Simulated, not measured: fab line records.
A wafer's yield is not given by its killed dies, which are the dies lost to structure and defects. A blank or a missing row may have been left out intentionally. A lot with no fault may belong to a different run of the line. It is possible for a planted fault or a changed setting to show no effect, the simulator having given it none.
Code-filled problem report in 8D (eight disciplines) form	flow nand_harc	the parts of the form that need people (team, actions taken, sign-off) are left out

1. THE ISSUE
cd_nm at NHARC_P_GATE_CD_MEAS_59 reads a mean of 764.8 nm on 6 wafers of 2 lots; wafers without a fault read 720.6 nm with a standard deviation of 1.9. Measured from the usual mean, that is +23 standard deviations.
The step: target cd 720 nm.
Seen first at day 12 20:50 on cd_sem-01, wafer L484.2. Wafers with a number at this step in the record: 36, from 12 lots. By rule, "out" or "out of limits" means more than 4 standard deviations away from the usual mean. Any other wafer with a number is counted as sound.

2. WHAT IT IS; WHAT IT IS NOT
question	is	is not
which readings at this step	cd_nm	-
which lots	L484, L485	L467, L468, L469, L471, L474, L477, L480, L483, L488, L489
which wafers of those lots	all that have a number	-
read on which gauges	cd_sem-01, cd_sem-02	cd_sem-03
when	from day 12 20:50	up to then (24 sound wafers); but 6 sound wafers of L488, L489 came after

3. THE SUSPECTS, EACH WITH WHAT RULES IT OUT
Counting: any tool at a process step up to the reading is kept as a suspect provided that every lot that is out went through it and no sound lot did after the first of them.
- the gauge at NHARC_P_GATE_CD_MEAS_59 is ruled out. The wafers that are out were read on 2 gauges (cd_sem-01, cd_sem-02).
- rie_diel-13 at NHARC_P_GATE_ETCHBACK_37 (etches the open film in CHF3/O2, target depth 34.5 nm, time 17.2 s): ruled out as a lasting fault. After its first lot that is out, L484 (day 12 20:41), sound lots L488 ran on it. With no start given for some of its lots, NHARC_P_GATE_ETCHBACK_37 uses the hours and lot order of NHARC_P_GATE_EXPOSE_56.
- krf_scanner-01 at NHARC_P_GATE_EXPOSE_56 (exposes mask P PSD, target cd 720 nm): kept. It processed each lot that is out, first L484 at day 12 20:41, and no sound lot thereafter; up to then, the last sound lot it processed was L480 at day 10 20:52.
Remaining after the count: krf_scanner-01 at NHARC_P_GATE_EXPOSE_56.

4. THE CAUSE (what the simulator had put in)
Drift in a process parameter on krf_scanner-01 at NHARC_P_GATE_EXPOSE_56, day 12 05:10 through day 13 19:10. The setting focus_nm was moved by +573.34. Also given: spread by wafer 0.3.
Only this tool survived the counting.

5. THE CHAIN OF EFFECTS, in route order
Each row: a reading where the mean over the struck wafers with a number is more than 3 standard deviations away from the usual. Scope: only readings with a usual standard deviation given in the record; hours: median across lots of the time from each lot's start at the first step in this table that gives one to its start at this step; sigmas: change in usual standard deviations.
hours	step	reading	usual	on struck wafers	change	sigmas
0	NHARC_P_GATE_CD_MEAS_59	cd_nm	720.6 nm	764.8	+44.2	+23
Later steps that measure or inspect, where all struck wafers having a row at the step show a number for every such reading and not one has moved that far: NHARC_P_GATE_CD_MEAS_91, NHARC_END_SORT_01.

6. HOW IT WOULD HAVE BEEN CAUGHT EARLIER
In this record the first reading out of limits at a measuring or inspecting step was taken at day 12 20:50, 16 hours after the fault began at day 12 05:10.
Lots out: 2; of these, L485 started NHARC_P_GATE_EXPOSE_56 on krf_scanner-01 after day 12 20:50. Had the tool been put on hold then, it would have been spared.
